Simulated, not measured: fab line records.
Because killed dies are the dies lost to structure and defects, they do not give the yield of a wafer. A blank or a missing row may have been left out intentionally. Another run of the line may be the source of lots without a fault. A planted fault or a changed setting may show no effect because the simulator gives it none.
Chamber matching | flow n5 finfet | cmp-04 running N5_GATE_CUT_CMP_43: 4 sister chambers
The step polishes SiO2. 22 wafers are shown with their chamber, then 11 later ones without.

## WAFERS WITH THEIR CHAMBER
wafer  | chamber | motor current A (A) | slurry filter dp kPa (kPa) | slurry flow ml min
L074.2 | 1       | 10.8                | 13.79                      | 149.3
L074.5 | 1       | 11.1                | 13.47                      | 150.2
L074.6 | 0       | 13.0                | 13.27                      | 150.4
L076.1 | 0       | 12.4                | 13.48                      | 149.7
L076.4 | 1       | 11.5                | 13.78                      | 149.4
L076.5 | 2       | 11.2                | 13.49                      | 150.1
L077.1 | 1       | 10.9                | 13.35                      | 149.6
L077.2 | 3       | 12.8                | 13.32                      | 150.0
L077.5 | 3       | 12.3                | 13.50                      | 149.9
L078.1 | 0       | 13.0                | 13.49                      | 149.4
L078.2 | 2       | 12.2                | 13.55                      | 150.3
L078.4 | 1       | 11.4                | 13.37                      | 150.3
L084.2 | 3       | 13.2                | 13.48                      | 149.9
L084.3 | 0       | 13.4                | 13.52                      | 150.4
L084.4 | 1       | 11.0                | 13.35                      | 150.8
L085.1 | 1       | 10.9                | 13.28                      | 150.1
L085.2 | 3       | 12.2                | 13.61                      | 149.7
L085.4 | 2       | 11.9                | 13.60                      | 149.3
L086.2 | 0       | 12.3                | 13.64                      | 149.8
L086.3 | 2       | 11.6                | 13.57                      | 149.6
L086.6 | 3       | 13.3                | 13.61                      | 150.6
L088.3 | 1       | 11.0                | 13.32                      | 150.5

SIGNATURES, as means of the wafers listed above
reading              | chamber 0 | chamber 1 | chamber 2 | chamber 3 | scatter within a chamber
motor current A      | 12.820    | 11.075    | 11.725    | 12.760    | 0.397
slurry filter dp kPa | 13.4800   | 13.4637   | 13.5525   | 13.5040   | 0.155
slurry flow ml min   | 149.940   | 150.025   | 149.825   | 150.020   | 0.467
Rule: for each reading, subtract the chamber's mean from the wafer's reading, divide by that reading's scatter and square the result; add these up over the readings and take the root, which gives the wafer's distance from the chamber. If the next closest chamber is less than 2 further off than the closest, the wafer can't be placed; otherwise it belongs to the closest. The scatter: take each reading less its chamber's mean, square it, sum over the shown wafers, divide by the number of wafers less the number of chambers, and take the root.

## WAFERS WITH NO CHAMBER GIVEN
wafer  | motor current A (A) | slurry filter dp kPa (kPa) | slurry flow ml min
L088.4 | 12.6                | 13.55                      | 150.8
L088.6 | 13.9                | 13.45                      | 150.1
L089.1 | 11.2                | 13.49                      | 149.8
L089.2 | 12.5                | 13.56                      | 149.3
L089.3 | 12.1                | 13.38                      | 150.0
L090.1 | 11.4                | 13.35                      | 150.0
L090.2 | 11.4                | 13.53                      | 150.4
L090.5 | 13.3                | 13.51                      | 150.2
L097.3 | 11.9                | 13.74                      | 149.3
L097.4 | 13.1                | 13.45                      | 149.9
L097.5 | 12.6                | 13.47                      | 150.0

## WHICH CHAMBER EACH ONE RAN IN
wafer  | from the rows above               | in truth
L088.4 | can't be placed: 3 or 0 or 2      | 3
L088.6 | can't be placed: 0 or 3           | 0
L089.1 | can't be placed: 1 or 2           | 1
L089.2 | can't be placed: 0 or 3 or 2      | 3
L089.3 | can't be placed: 2 or 3 or 0 or 1 | 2
L090.1 | can't be placed: 1 or 2           | 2
L090.2 | can't be placed: 1 or 2           | 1
L090.5 | can't be placed: 0 or 3           | 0
L097.3 | can't be placed: 2 or 3 or 1 or 0 | 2
L097.4 | can't be placed: 0 or 3           | 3
L097.5 | can't be placed: 3 or 0 or 2      | 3
Correctly placed: 0 of 11. Unplaceable from these rows: 11, with the true chamber sitting among the candidates in 11. 0 placed wrongly.
